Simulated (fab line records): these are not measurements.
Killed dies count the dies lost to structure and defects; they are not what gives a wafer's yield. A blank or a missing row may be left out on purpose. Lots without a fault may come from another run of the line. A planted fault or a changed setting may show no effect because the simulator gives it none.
Matching of chambers + flow nand_harc + NHARC_A_CONTACT_ETCH_48 on rie_diel-11 has 4 sister chambers
The step etches the open film in CF4, target depth 39 nm, time 65 s. 18 wafers are shown with their chamber, then 9 later ones without.

== WAFERS PAIRED WITH THEIR CHAMBERS ==
| wafer  | chamber | showerhead_plenum_p_Torr (Torr) | rf_vpp_V (V) | oes_product_au (a.u.) |
|--------|---------|---------------------------------|--------------|-----------------------|
| L598.1 | 3       | 1.85                            | 152.6        | 1.004                 |
| L598.5 | 2       | 1.73                            | 151.6        | 1.008                 |
| L598.6 | 3       | 1.85                            | 152.8        | 1.011                 |
| L600.3 | 0       | 1.71                            | 151.0        | 1.005                 |
| L600.5 | 0       | 1.71                            | 150.7        | 1.001                 |
| L600.6 | 3       | 1.85                            | 153.6        | 1.005                 |
| L601.1 | 1       | 1.82                            | 152.1        | 1.002                 |
| L601.5 | 3       | 1.85                            | 151.2        | 0.996                 |
| L601.6 | 2       | 1.73                            | 151.4        | 1.015                 |
| L606.1 | 0       | 1.71                            | 150.9        | 1.012                 |
| L606.2 | 3       | 1.85                            | 152.3        | 1.004                 |
| L606.6 | 2       | 1.72                            | 150.3        | 1.011                 |
| L608.1 | 0       | 1.71                            | 150.3        | 1.000                 |
| L608.4 | 2       | 1.72                            | 150.2        | 0.999                 |
| L608.5 | 0       | 1.71                            | 150.5        | 1.004                 |
| L616.1 | 1       | 1.81                            | 151.6        | 0.991                 |
| L616.3 | 3       | 1.85                            | 153.5        | 0.987                 |
| L616.4 | 0       | 1.71                            | 149.6        | 0.985                 |

SIGNATURES (means of the wafers above)
| reading                  | chamber 0 | chamber 1 | chamber 2 | chamber 3 | scatter within a chamber |
|--------------------------|-----------|-----------|-----------|-----------|--------------------------|
| showerhead_plenum_p_Torr | 1.7100    | 1.8150    | 1.7250    | 1.8500    | 0.00327                  |
| rf_vpp_V                 | 150.500   | 151.850   | 150.875   | 152.667   | 0.701                    |
| oes_product_au           | 1.00117   | 0.99650   | 1.00825   | 1.00117   | 0.00827                  |
Rule: for a wafer and a chamber, the distance is found by dividing, reading by reading, the gap between the wafer's reading and the chamber's mean by the reading's scatter, squaring, summing and taking the root. The wafer belongs to the nearest chamber; if the next one is less than 2 further off, it can't be placed. How the scatter is found: for the shown wafers, subtract from each reading the mean of its chamber, square and add these, divide the total by (wafers less chambers), then take the root.

== WAFERS MISSING THEIR CHAMBER ==
| wafer  | showerhead_plenum_p_Torr (Torr) | rf_vpp_V (V) | oes_product_au (a.u.) |
|--------|---------------------------------|--------------|-----------------------|
| L617.2 | 1.85                            | 151.3        | 0.993                 |
| L617.3 | 1.72                            | 149.0        | 1.007                 |
| L617.6 | 1.81                            | 153.3        | 0.993                 |
| L618.4 | 1.70                            | 150.7        | 1.003                 |
| L618.5 | 1.85                            | 151.4        | 0.988                 |
| L618.6 | 1.72                            | 150.8        | 1.004                 |
| L619.1 | 1.70                            | 149.3        | 1.004                 |
| L619.2 | 1.72                            | 149.8        | 1.013                 |
| L619.4 | 1.84                            | 152.0        | 0.994                 |

== CHAMBER TAKEN BY EACH ==
| wafer  | from the rows above     | in truth |
|--------|-------------------------|----------|
| L617.2 | 3                       | 3        |
| L617.3 | can't be placed: 2 or 0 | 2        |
| L617.6 | 1                       | 1        |
| L618.4 | 0                       | 0        |
| L618.5 | 3                       | 3        |
| L618.6 | can't be placed: 2 or 0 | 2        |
| L619.1 | 0                       | 0        |
| L619.2 | can't be placed: 2 or 0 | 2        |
| L619.4 | 3                       | 3        |
6 of 9 placed correctly. These rows do not allow placing 3 (true chamber among the candidates in 3). Number placed wrongly: 0.
